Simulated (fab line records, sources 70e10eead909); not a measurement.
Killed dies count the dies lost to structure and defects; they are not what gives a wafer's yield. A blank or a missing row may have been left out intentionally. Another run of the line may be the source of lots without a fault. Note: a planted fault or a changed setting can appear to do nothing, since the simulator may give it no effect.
A lot that was struck, set against a sound lot | flow nand-harc | 14 out of 1159 route steps
Sound: the wafers L197.1, L197.5, L197.6. Struck: wafer L198.3. (L198.2 of the same lot was not struck and is left out.) The cause comes at the end.
Each step with rows lists, per side, the tool, then ch with its chambers, then its first start. Under that, the readings that differ: sound wafers | struck wafers | difference of the means | sigmas: that difference in standard deviations of wafers without a fault.
alike: words and numbers the same on both sides, and readings whose means are apart by under 2 such deviations; not compared: readings that were withheld, readings missing a value for some wafer, numbers with overlapping values and no deviation given by the record, and bounds like >300 which may hide the same value.
Wherever a step has rows on one side only, a row that says differs or no value, or a row with sigmas, the two part there. Numbers that have no deviation but don't overlap get no sigmas and don't part them. Lack of a reading on every wafer of one side parts them only where that side has two or more wafers.

first, 1 step without rows for these wafers: NHARC_A_ONON_D1_DEP_03 (target thk 1000 nm).
NHARC_A_ONON_D1_THK_MEAS_05: measures by ellipsometry.
  sound on film-metro-01 at day 8 00:10; struck on film-metro-02 at day 8 10:28
  alike: thk-nm
then NHARC_A_ONON_D1_DEP_06 (target thk 1000 nm), 1 step lacking rows for these wafers.
NHARC_A_ONON_D1_THK_MEAS_08: measures by ellipsometry.
  sound on film-metro-01 at day 8 00:44; struck on film-metro-02 at day 8 11:01
  alike: thk-nm
then NHARC_A_ONON_D1_DEP_09 (target thk 1000 nm), 1 step lacking rows for these wafers.
NHARC_A_ONON_D1_THK_MEAS_11: measures by ellipsometry.
  sound on film-metro-01 at day 8 01:19; struck on film-metro-01 at day 8 11:35
  alike: thk-nm
then NHARC_A_ONON_D1_DEP_12 (target thk 1000 nm), 1 step lacking rows for these wafers.
NHARC_A_ONON_D1_THK_MEAS_14: measures by ellipsometry.
  sound on film-metro-01 at day 8 01:53; struck on film-metro-02 at day 8 12:09
  alike: thk-nm
then, 2 steps without rows for these wafers: NHARC_A_ONON_D1_ANNEAL_15 (time 3600 s); NHARC_A_ONON_D1_DEP_16 (target thk 1000 nm).
NHARC_A_ONON_D1_THK_MEAS_18: measures by ellipsometry.
  sound on film-metro-01 at day 8 09:01; struck on film-metro-02 at day 8 19:17
  alike: thk-nm
NHARC_A_ONON_D1_DEP_19: target thk 1000 nm.
  sound on pecvd-onon-01 ch 0, day 8 09:04; struck on pecvd-onon-01 ch 0, day 8 19:24
  alike: n2o-flow-sccm, susceptor-temp-C
NHARC_A_ONON_D1_THK_MEAS_21: measures by ellipsometry.
  sound on film-metro-02 at day 8 09:35; struck on film-metro-02 at day 8 19:51
  reading     | sound          | struck | difference | sigmas
  thk-nm (nm) | 1003 1003 1004 | 887    | -116       | -13
then NHARC_A_ONON_D1_DEP_22 (target thk 1000 nm), 1 step lacking rows for these wafers.

WHERE THEY PART
NHARC_A_ONON_D1_THK_MEAS_21 only, going by this record.

WHY: whatever the simulator had introduced
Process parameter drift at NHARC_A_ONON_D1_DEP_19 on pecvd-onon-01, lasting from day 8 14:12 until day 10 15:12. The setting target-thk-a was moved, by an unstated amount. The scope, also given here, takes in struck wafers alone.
